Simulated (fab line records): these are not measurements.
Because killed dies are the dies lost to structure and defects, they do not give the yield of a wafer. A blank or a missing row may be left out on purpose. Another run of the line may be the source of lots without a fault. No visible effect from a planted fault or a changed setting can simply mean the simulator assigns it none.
fab line records ; flow n5-finfet
record lots=9; wafers=27; last-day=18
route steps=1938 shown BEOL_M3@950 BEOL_M4@1111 PASSIVATION@1936
lots that met no fault: from a run of the same line without faults
start-h: hours from the record's opening day to when the first of the lot's shown wafers began ; wait-h: hours since the lot's step before ; " identical to the entry in the row above ; L1.1+2: one row covering several wafers at once ; - value missing, or start not given ; * or withheld: withheld ; < > ~ a bound
route shown NAME@n: NAME is a module with steps in the file, n the number in the route of the first one ; usual: mean/standard deviation of fault-free wafers ; same: alike in all rows ; chamber/n: place in a boat ; sites: each site's reading ; _std_site: the values' standard deviation ; _edge_site: the outer-site mean with the inner-site mean subtracted ; radius-mm: for every site, how far away it sits from the centre of the wafer ; mask NAME#n: copy n ; behind: the most recent tool/chamber to have shaped the wafer ; hold: what put the lot on hold/how long, in hours/how the hold closed ; device: transistor that didn't switch, given as n, p or np ; end of line: tests run on the same wafers once the route is complete ; a step given without rows: its recipe and nothing more ; killed: dies that structure and defects cost at the first sort, which is not the same as the wafer's yield ; map: the dies of a wafer, with x for killed, . for not killed, _ for no die there
set.NAME: the setting the step ran with; set.NAME@STEP: the setting that earlier step ran with ; model.NAME: the simulator's own value behind a step, which no gauge read
the route's steps for a sample of lots (tables are steps, rows are wafers)
services: when a tool's chamber went out of use (start-h, in hours from the record's first day, below 0 if earlier), for how many hours, and the reason
## steps
# step N5_BEOL_M3_ETCH_64
# recipe chemistry=N2/H2; target=SOC; target-depth-a=750; overetch-a=150; mask-material=SiARC; temp-c=40; time-s=112.5; ion-energy-ev=200; pressure-mtorr=30; source-w=840; bias-w=150; n2-flow-sccm=200; h2-flow-sccm=200
# usual bias-w=150.0/0.51; drypump-motor-current-A=5.5/0.66; oes-product-au=0.60/0.058; rf-vpp-V=524.3/2.4; showerhead-plenum-p-Torr=2.55/0.091; throttle-valve-pct=17.93/0.2
lot.wafer;tool;chamber;start-h;wait-h;bias-w;drypump-motor-current-A;oes-product-au;rf-hours-counter-h;rf-vpp-V;showerhead-plenum-p-Torr;throttle-valve-pct
L473.1;rie-diel-01;0;145.20;0.0;149.6;5.0;0.62;147;527.7;2.65;18.03
L473.3;rie-diel-01;3;145.20;0.0;149.8;4.7;0.57;214;523.5;2.51;18.10
L473.5;rie-diel-01;3;145.20;0.0;150.4;4.7;0.56;-;523.1;2.51;18.09
L478.1;rie-diel-05;0;173.71;0.0;149.9;6.7;0.55;202;520.8;2.40;18.17
L478.2;rie-diel-05;3;173.71;0.0;150.4;5.0;0.73;16;527.9;2.72;17.81
L478.6;rie-diel-05;1;173.71;0.0;150.3;6.7;0.59;-;519.9;2.43;17.97
L481.2;rie-diel-01;2;185.64;0.0;150.5;5.6;0.60;152;523.0;2.52;17.90
L481.3;rie-diel-01;3;185.64;0.0;149.7;4.7;0.56;227;524.0;2.51;18.12
L481.4;rie-diel-01;0;185.64;0.0;150.0;5.0;0.61;161;526.9;2.64;18.07
L480.2;rie-diel-01;3;192.04;0.0;150.0;4.7;0.56;229;522.8;2.51;18.13
L480.3;rie-diel-01;1;192.04;0.0;150.5;5.2;0.54;231;525.5;2.61;17.77
L480.5;rie-diel-01;0;192.04;0.0;149.6;5.0;0.60;-;526.0;2.64;18.08
L482.1;rie-diel-01;0;193.09;0.0;150.2;5.0;0.60;163;526.4;2.64;18.08
L482.2;rie-diel-01;2;193.09;0.0;149.6;5.6;0.60;154;524.7;2.52;17.93
L482.4;rie-diel-01;3;193.09;0.0;150.8;4.7;0.55;230;522.6;2.51;18.13
L484.2;rie-diel-06;0;263.76;0.0;149.6;6.4;0.64;97;527.0;2.67;17.55
L484.4;rie-diel-06;3;263.76;0.0;150.0;5.4;0.57;197;521.2;2.52;17.99
L484.6;rie-diel-06;0;263.76;0.0;149.8;6.4;0.64;-;527.8;2.67;17.57
L487.2;rie-diel-01;0;266.45;0.0;149.7;5.0;0.59;189;526.4;2.63;18.11
L487.3;rie-diel-01;2;266.45;0.0;150.3;5.6;0.59;181;523.6;2.51;17.97
L487.5;rie-diel-01;2;266.45;0.0;150.1;5.6;0.58;-;523.8;2.51;17.97
L493.3;rie-diel-01;3;268.09;0.0;149.2;4.7;0.55;258;522.6;2.50;18.18
L493.4;rie-diel-01;3;268.09;0.0;149.3;4.7;0.54;-;523.2;2.50;18.17
L493.5;rie-diel-01;0;268.09;0.0;150.8;5.0;0.58;-;526.8;2.63;18.13
L492.2;rie-diel-06;2;280.82;0.0;149.8;6.5;0.67;34;522.8;2.49;17.53
L492.3;rie-diel-06;3;280.82;0.0;150.1;5.4;0.57;202;523.0;2.52;17.99
L492.6;rie-diel-06;0;280.82;0.0;150.3;6.4;0.63;-;527.4;2.67;17.58
# step N5_BEOL_M3_INSPECT_30
# recipe mode=adi; inspect-instrument=brightfield
# usual raw-defect-count=388/86
lot.wafer;tool;chamber;start-h;wait-h;raw-defect-count
L473.1;defect-inspect-01;-;145.96;0.1;322
L473.3;defect-inspect-01;-;145.96;0.1;273
L473.5;defect-inspect-01;-;145.96;0.1;304
L478.1;defect-inspect-02;-;174.59;0.1;259
L478.2;defect-inspect-02;-;174.59;0.1;395
L478.6;defect-inspect-02;-;174.59;0.1;302
L481.2;defect-inspect-02;-;186.52;0.0;385
L481.3;defect-inspect-02;-;186.52;0.0;360
L481.4;defect-inspect-02;-;186.52;0.0;560
L480.2;defect-inspect-02;-;192.91;0.0;329
L480.3;defect-inspect-02;-;192.91;0.0;231
L480.5;defect-inspect-02;-;192.91;0.0;346
L482.1;defect-inspect-01;-;194.10;0.1;401
L482.2;defect-inspect-01;-;194.10;0.1;514
L482.4;defect-inspect-01;-;194.10;0.1;398
L484.2;defect-inspect-01;-;264.52;0.0;387
L484.4;defect-inspect-01;-;264.52;0.0;417
L484.6;defect-inspect-01;-;264.52;0.0;466
L487.2;defect-inspect-01;-;267.21;0.0;474
L487.3;defect-inspect-01;-;267.21;0.0;375
L487.5;defect-inspect-01;-;267.21;0.0;580
L493.3;defect-inspect-01;-;268.85;0.0;411
L493.4;defect-inspect-01;-;268.85;0.0;596
L493.5;defect-inspect-01;-;268.85;0.0;381
L492.2;defect-inspect-02;-;281.58;0.0;373
L492.3;defect-inspect-02;-;281.58;0.0;389
L492.6;defect-inspect-02;-;281.58;0.0;315
# step N5_BEOL_M3_ETCH_69
# recipe chemistry=CF4; target=SiARC; target-depth-a=156; mask-material=CAR-EUV; time-s=26; ion-energy-ev=80; pressure-mtorr=40; source-w=545; bias-w=36; Ar_flow_sccm=100; cf4-flow-sccm=100; ends=cleared
# usual bias-w=36.01/0.12; drypump-motor-current-A=5.6/0.69; etch-rf-on-time-s=26.1/0.57; oes-product-au=0.66/0.081; rf-vpp-V=184.2/1.2; showerhead-plenum-p-Torr=2.15/0.07; throttle-valve-pct=15.71/0.24
lot.wafer;tool;chamber;start-h;wait-h;bias-w;drypump-motor-current-A;etch-rf-on-time-s;oes-product-au;rf-hours-counter-h;rf-vpp-V;showerhead-plenum-p-Torr;throttle-valve-pct
L473.1;rie-diel-05;0;146.04;0.0;35.92;6.7;26.2;0.60;192;182.5;2.05;16.01
L473.3;rie-diel-05;3;146.04;0.0;35.97;4.9;25.7;0.82;7;187.1;2.27;15.50
L473.5;rie-diel-05;3;146.04;0.0;36.00;4.9;25.9;0.81;-;186.0;2.27;15.49
L478.1;rie-diel-05;1;174.83;0.0;36.22;6.7;26.7;0.62;158;182.1;2.06;15.77
L478.2;rie-diel-05;3;174.83;0.0;35.74;4.9;26.2;0.79;17;185.2;2.27;15.52
L478.6;rie-diel-05;1;174.83;0.0;36.18;6.7;26.9;0.62;-;183.8;2.06;15.76
L481.2;rie-diel-01;2;186.61;0.0;36.13;5.6;26.9;0.64;152;185.4;2.14;15.85
L481.3;rie-diel-01;3;186.61;0.0;36.14;4.7;26.3;0.60;228;183.9;2.11;15.91
L481.4;rie-diel-01;1;186.61;0.0;36.07;5.2;25.8;0.59;230;184.7;2.21;15.70
L480.2;rie-diel-01;2;194.31;0.0;35.91;5.5;26.7;0.64;155;185.5;2.14;15.87
L480.3;rie-diel-01;3;194.31;0.0;35.94;4.7;26.1;0.60;230;183.1;2.11;15.91
L480.5;rie-diel-01;3;194.31;0.0;35.96;4.7;26.1;0.60;-;182.1;2.11;15.92
L482.1;rie-diel-01;2;194.93;0.0;36.01;5.5;26.9;0.64;155;184.2;2.14;15.86
L482.2;rie-diel-01;1;194.93;0.0;35.84;5.2;25.6;0.59;232;184.0;2.21;15.70
L482.4;rie-diel-01;3;194.93;0.0;36.07;4.7;26.2;0.60;231;183.4;2.11;15.91
L484.2;rie-diel-06;1;264.60;0.0;35.94;5.4;27.2;0.59;212;184.4;2.12;15.78
L484.4;rie-diel-06;3;264.60;0.0;36.05;5.4;25.9;0.62;197;183.7;2.13;15.76
L484.6;rie-diel-06;2;264.60;0.0;36.17;6.5;25.9;0.74;-;182.9;2.10;15.27
L487.2;rie-diel-05;3;267.29;0.0;36.03;4.9;25.9;0.74;48;185.4;2.26;15.59
L487.3;rie-diel-05;0;267.29;0.0;36.20;6.7;26.0;0.58;235;184.3;2.03;16.10
L487.5;rie-diel-05;2;267.29;0.0;35.97;5.3;26.9;0.58;-;184.8;2.20;15.76
L493.3;rie-diel-01;0;268.94;0.0;35.74;5.0;26.0;0.64;190;185.1;2.22;15.99
L493.4;rie-diel-01;3;268.94;0.0;36.07;4.7;25.7;0.59;-;183.5;2.10;15.97
L493.5;rie-diel-01;0;268.94;0.0;35.95;5.0;26.0;0.63;-;184.9;2.22;16.00
L492.2;rie-diel-06;2;281.66;0.0;36.02;6.5;26.0;0.73;34;182.7;2.10;15.27
L492.3;rie-diel-06;0;281.66;0.0;36.21;6.4;26.1;0.68;101;185.3;2.23;15.38
L492.6;rie-diel-06;1;281.66;0.0;36.07;5.4;27.3;0.59;-;182.2;2.12;15.79
# step N5_BEOL_M3_ETCH_70
# recipe chemistry=N2/H2; target=SOC; target-depth-a=800; overetch-a=160; mask-material=SiARC; temp-c=40; time-s=120; ion-energy-ev=200; pressure-mtorr=30; source-w=840; bias-w=150; n2-flow-sccm=200; h2-flow-sccm=200
# usual bias-w=150.1/0.47; drypump-motor-current-A=5.6/0.65; oes-product-au=0.59/0.067; rf-vpp-V=524.6/2.5; showerhead-plenum-p-Torr=2.56/0.093; throttle-valve-pct=17.89/0.23
lot.wafer;tool;chamber;start-h;wait-h;bias-w;drypump-motor-current-A;oes-product-au;rf-hours-counter-h;rf-vpp-V;showerhead-plenum-p-Torr;throttle-valve-pct
L473.1;rie-diel-05;0;147.92;0.0;150.3;6.7;0.54;192;520.6;2.40;18.15
L473.3;rie-diel-05;3;147.92;0.0;149.5;5.0;0.73;7;528.0;2.73;17.76
L473.5;rie-diel-05;2;147.92;0.0;150.3;5.3;0.55;-;527.1;2.63;17.84
L478.1;rie-diel-01;2;175.63;0.0;150.2;5.6;0.59;148;523.8;2.52;17.91
L478.2;rie-diel-01;0;175.63;0.0;150.3;5.0;0.58;157;527.4;2.64;18.05
L478.6;rie-diel-01;2;175.63;0.0;150.4;5.5;0.59;-;523.0;2.52;17.91
L481.2;rie-diel-05;3;187.78;0.0;150.1;4.9;0.70;22;528.2;2.72;17.79
L481.3;rie-diel-05;0;187.78;0.0;150.2;6.7;0.53;208;519.3;2.40;18.18
L481.4;rie-diel-05;1;187.78;0.0;150.4;6.7;0.56;163;520.0;2.42;17.96
L480.2;rie-diel-01;2;194.55;0.0;150.3;5.6;0.60;155;523.2;2.52;17.92
L480.3;rie-diel-01;3;194.55;0.0;150.4;4.8;0.53;231;523.7;2.51;18.14
L480.5;rie-diel-01;3;194.55;0.0;150.1;4.7;0.54;-;523.1;2.51;18.13
L482.1;rie-diel-01;2;196.99;0.0;150.5;5.6;0.58;156;523.6;2.52;17.93
L482.2;rie-diel-01;0;196.99;0.0;150.6;5.0;0.58;165;528.1;2.64;18.07
L482.4;rie-diel-01;1;196.99;0.0;149.5;5.2;0.53;233;527.3;2.61;17.78
L484.2;rie-diel-06;2;266.43;0.0;150.4;6.5;0.66;30;524.6;2.49;17.50
L484.4;rie-diel-06;0;266.43;0.0;149.5;6.4;0.61;97;526.6;2.67;17.57
L484.6;rie-diel-06;1;266.43;0.0;149.7;5.4;0.55;-;524.0;2.50;17.89
L487.2;rie-diel-06;1;267.62;0.0;150.2;5.4;0.54;213;523.3;2.50;17.89
L487.3;rie-diel-06;0;267.62;0.0;150.3;6.4;0.61;98;527.7;2.67;17.58
L487.5;rie-diel-06;0;267.62;0.0;150.4;6.4;0.62;-;527.9;2.67;17.57
L493.3;rie-diel-05;1;272.28;0.0;150.3;6.7;0.55;191;521.6;2.41;18.00
L493.4;rie-diel-05;0;272.28;0.0;150.5;6.7;0.52;236;521.3;2.38;18.24
L493.5;rie-diel-05;0;272.28;0.0;150.4;6.7;0.52;-;520.8;2.38;18.24
L492.2;rie-diel-01;1;283.81;0.0;164.0;5.2;0.73;4;556.7;2.60;17.45
L492.3;rie-diel-01;0;283.81;0.0;150.2;5.0;0.57;195;525.7;2.63;18.14
L492.6;rie-diel-01;1;283.81;0.0;163.6;5.2;0.73;-;555.8;2.60;17.46
# step N5_BEOL_M4_RC_MEAS_101
# usual DIBL_N=36.3/1.9; DIBL_P=36.0/2.1; IOFF_N=0.16/0.031; IOFF_P=0.21/0.035; ION_N=675/14; ION_P=464/8.5; SS_N=71.5/0.6; SS_P=73.3/0.72; VT_N=250/3.2; VT_P=-250/3.1
lot.wafer;tool;chamber;start-h;wait-h;DIBL_N[mV/V];DIBL_P[mV/V];IOFF_N[nA/um];IOFF_P[nA/um];ION_N[uA/um];ION_P[uA/um];SS_N[mV/dec];SS_P[mV/dec];VT_N[mV];VT_P[mV]
L473.1;prober-02;0;162.43;0.0;37.9;38.3;0.19;0.27;683;472;71.8;74.1;247;-245
L473.3;prober-02;0;162.43;0.0;38.2;39.7;0.21;0.31;705;484;71.7;74.4;245;-244
L473.5;prober-02;0;162.43;0.0;37.5;38.2;0.19;0.27;688;470;71.7;74.0;245;-246
L478.1;prober-01;0;192.67;0.0;34.9;35.4;0.14;0.21;667;468;71.2;72.8;249;-248
L478.2;prober-01;0;192.67;0.0;33.6;34.7;0.13;0.20;671;470;71.3;72.7;250;-248
L478.6;prober-01;0;192.67;0.0;33.5;34.3;0.14;0.21;681;480;71.0;72.3;249;-247
L481.2;prober-01;0;202.23;0.2;33.6;31.7;0.10;0.16;667;464;70.8;71.8;257;-254
L481.3;prober-01;0;202.23;0.2;36.4;35.0;0.14;0.21;675;462;72.4;72.9;252;-248
L481.4;prober-01;0;202.23;0.2;35.0;34.1;0.12;0.20;663;462;70.9;72.1;255;-249
L480.2;prober-02;0;207.27;0.2;39.5;38.3;0.19;0.27;675;465;72.0;73.3;249;-247
L480.3;prober-02;0;207.27;0.2;39.9;38.0;0.22;0.27;672;460;72.6;73.2;247;-244
L480.5;prober-02;0;207.27;0.2;36.4;35.1;0.16;0.22;677;470;70.3;72.6;251;-247
L482.1;prober-01;0;208.91;0.0;37.2;39.2;0.19;0.23;662;451;72.9;73.5;250;-249
L482.2;prober-01;0;208.91;0.0;33.7;35.7;0.13;0.18;667;454;70.8;72.9;252;-255
L482.4;prober-01;0;208.91;0.0;30.6;31.6;0.09;0.13;638;441;70.6;72.3;256;-255
L487.2;prober-01;0;285.25;0.2;37.7;35.8;0.17;0.22;691;473;72.6;73.5;248;-246
L487.3;prober-01;0;285.25;0.2;36.4;34.5;0.15;0.19;675;462;72.1;72.9;250;-251
L487.5;prober-01;0;285.25;0.2;37.2;34.4;0.16;0.19;676;460;72.3;72.9;251;-251
L493.3;prober-01;0;289.68;0.3;35.2;36.5;0.14;0.17;678;458;70.4;72.9;248;-257
L493.4;prober-01;0;289.68;0.3;35.7;36.8;0.16;0.18;681;457;71.7;73.2;248;-254
L493.5;prober-01;0;289.68;0.3;37.2;39.7;0.19;0.22;698;471;72.5;73.5;246;-250
L484.2;prober-01;0;295.61;0.2;38.0;36.9;0.18;0.25;688;464;71.5;73.6;248;-250
L484.4;prober-01;0;295.61;0.2;39.8;38.6;0.22;0.28;686;470;72.1;74.4;247;-246
L484.6;prober-01;0;295.61;0.2;36.5;34.7;0.15;0.21;667;458;71.7;72.7;251;-250
L492.2;prober-01;0;321.02;0.2;36.4;36.4;0.18;0.21;668;460;72.1;73.0;249;-249
L492.3;prober-01;0;321.02;0.2;36.8;38.3;0.19;0.24;685;466;71.9;74.0;247;-248
L492.6;prober-01;0;321.02;0.2;36.2;37.6;0.18;0.25;681;469;71.6;74.3;246;-246
# step N5_PASSIVATION_PROBE_49
# usual defect-limited-yield=91.0/1.5; killed_at_M0_to_M3=32/9.6; killed_at_M4_up=13/4.7; killed-at-contacts=13/7.2; killed-at-front-end=44/13; killed-at-other=4/3.4; killed-dies=106/18; killed-open=70/13; killed-short=35/8; sort_bin_5_function=5.3/0.97; sort_bin_6_memory=3.4/0.73; sort_bin_8_speed=0.00/0.036; sort-n-pass=1074/18; sort-yield-pct=91.0/1.5
# same gross-dies=1180; killed-at-back-side=0; sort_bin_4_leakage[%]=0
lot.wafer;tool;chamber;start-h;wait-h;defect-limited-yield[%];killed_at_M0_to_M3;killed_at_M4_up;killed-at-contacts;killed-at-front-end;killed-at-other;killed-dies;killed-open;killed-short;sort_bin_5_function[%];sort_bin_6_memory[%];sort_bin_8_speed[%];sort-n-pass;sort-yield-pct[%]
L473.1;prober-01;-;249.84;0.0;90.9;24;11;1;61;10;107;57;49;5.8;2.9;0;1073;90.9
L473.3;prober-01;-;249.94;0.1;91.9;46;15;3;27;4;95;67;28;5.0;2.7;0;1085;91.9
L473.5;prober-01;-;250.04;0.2;91.8;31;19;5;33;9;97;61;36;4.3;3.5;0;1083;91.8
L492.2;prober-01;-;432.89;0.2;91.0;24;21;11;49;1;106;71;34;5.4;3.3;0;1074;91.0
L492.3;prober-01;-;432.94;0.2;93.1;18;19;11;31;2;81;50;30;4.5;2.3;0;1099;93.1
L492.6;prober-01;-;433.09;0.4;91.6;10;33;12;41;3;99;66;31;4.7;3.5;0;1081;91.6
# killed by level:class
L473.1 FIN_SAQP:geometric-particle:short=25 FIN_SAQP:geometric-particle:open=23 BEOL_M0_SAQP:geometric-particle:open=6 BEOL_M0_SAQP:geometric-particle:short=5 BEOL_M1:geometric-particle:open=5 GATE_CUT:geometric-particle:short=4 STI_FIN_REVEAL:geometric-particle:open=3 BEOL_M1:geometric-particle:short=3
L473.3 BEOL_M2:geometric-particle:open=13 FIN_SAQP:geometric-particle:open=8 BEOL_M1:geometric-particle:open=8 BEOL_M0_SAQP:geometric-particle:short=7 BEOL_M3:geometric-particle:open=7 BEOL_M7:geometric-particle:open=6 FIN_SAQP:geometric-particle:short=4 STI_FIN_REVEAL:geometric-particle:open=4
L473.5 BEOL_M4:geometric-particle:open=9 FIN_SAQP:geometric-particle:open=8 GATE_CUT:geometric-particle:short=7 BEOL_M2:geometric-particle:open=5 BEOL_M1:geometric-particle:open=5 BEOL_M3:geometric-particle:open=5 DUMMY_GATE:geometric-particle:open=4 MOL_CONTACT_COAG:geometric-particle:open=4
L492.2 FIN_SAQP:geometric-particle:open=12 STI_FIN_REVEAL:geometric-particle:open=12 BEOL_M5:geometric-particle:open=7 FIN_SAQP:geometric-particle:short=7 MOL_CONTACT_COAG:geometric-particle:open=7 BEOL_M4:geometric-particle:open=7 BEOL_M0_SAQP:geometric-particle:open=6 GATE_CUT:geometric-particle:short=5
L492.3 STI_FIN_REVEAL:geometric-particle:open=10 FIN_SAQP:geometric-particle:short=9 MOL_CONTACT_COAG:geometric-particle:open=7 BEOL_M4:geometric-particle:open=7 BEOL_M2:geometric-particle:open=6 FIN_SAQP:geometric-particle:open=4 MOL_CONTACT_COAG:geometric-particle:short=4 BEOL_M0_SAQP:geometric-particle:open=3
L492.6 BEOL_M4:geometric-particle:open=16 GATE_CUT:geometric-particle:short=9 MOL_CONTACT_COAG:geometric-particle:open=8 BEOL_M7:geometric-particle:open=7 STI_FIN_REVEAL:geometric-particle:open=6 FIN_SAQP:geometric-particle:open=5 DUMMY_GATE:geometric-particle:open=4 MOL_CONTACT_COAG:geometric-particle:short=4
## services
tool;chamber;start-h;hours;kind
rie-diel-06;2;128.02;-;clean
rie-diel-06;2;128.02;-;consumable-replace:focus-ring
rie-diel-06;2;128.02;22.3;scheduled-down
rie-diel-06;2;128.02;22.3;vent-cycle
rie-diel-05;2;167.42;14.2;repair
rie-diel-06;-;168.33;28.1;pm
rie-diel-01;1;249.23;-;clean
rie-diel-01;1;249.23;-;consumable-replace:focus-ring
rie-diel-01;1;249.23;20.2;scheduled-down
rie-diel-01;1;249.23;20.2;vent-cycle
rie-diel-05;-;253.99;4.3;pm
rie-diel-01;3;269.48;-;clean
rie-diel-01;3;269.48;-;consumable-replace:focus-ring
rie-diel-01;3;269.48;15.8;scheduled-down
rie-diel-01;3;269.48;15.8;vent-cycle
## key
first-sign step=N5_BEOL_M3_ETCH_70; reading=bias-w; direction=up; sigmas=29; usual=*; struck=*
effect step=N5_BEOL_M3_ETCH_70; reading=rf-vpp-V; direction=up; sigmas=13; usual=524.6; struck=556.2
met-at N5_BEOL_M3_ETCH_70
struck-lots L492
struck-wafers L492.2,L492.6
not-acting-at N5_BEOL_M3_ETCH_64,N5_BEOL_M3_INSPECT_30,N5_BEOL_M3_ETCH_69
onset-between 196.99 283.81
fault kind=process-parameter-drift; tool=rie-diel-01; chamber=1; onset-h=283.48; steps=N5_BEOL_M3_ETCH_70; channel=bias-w; offset=*; shape=step; end-h=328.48; acts-in=*; stated=*
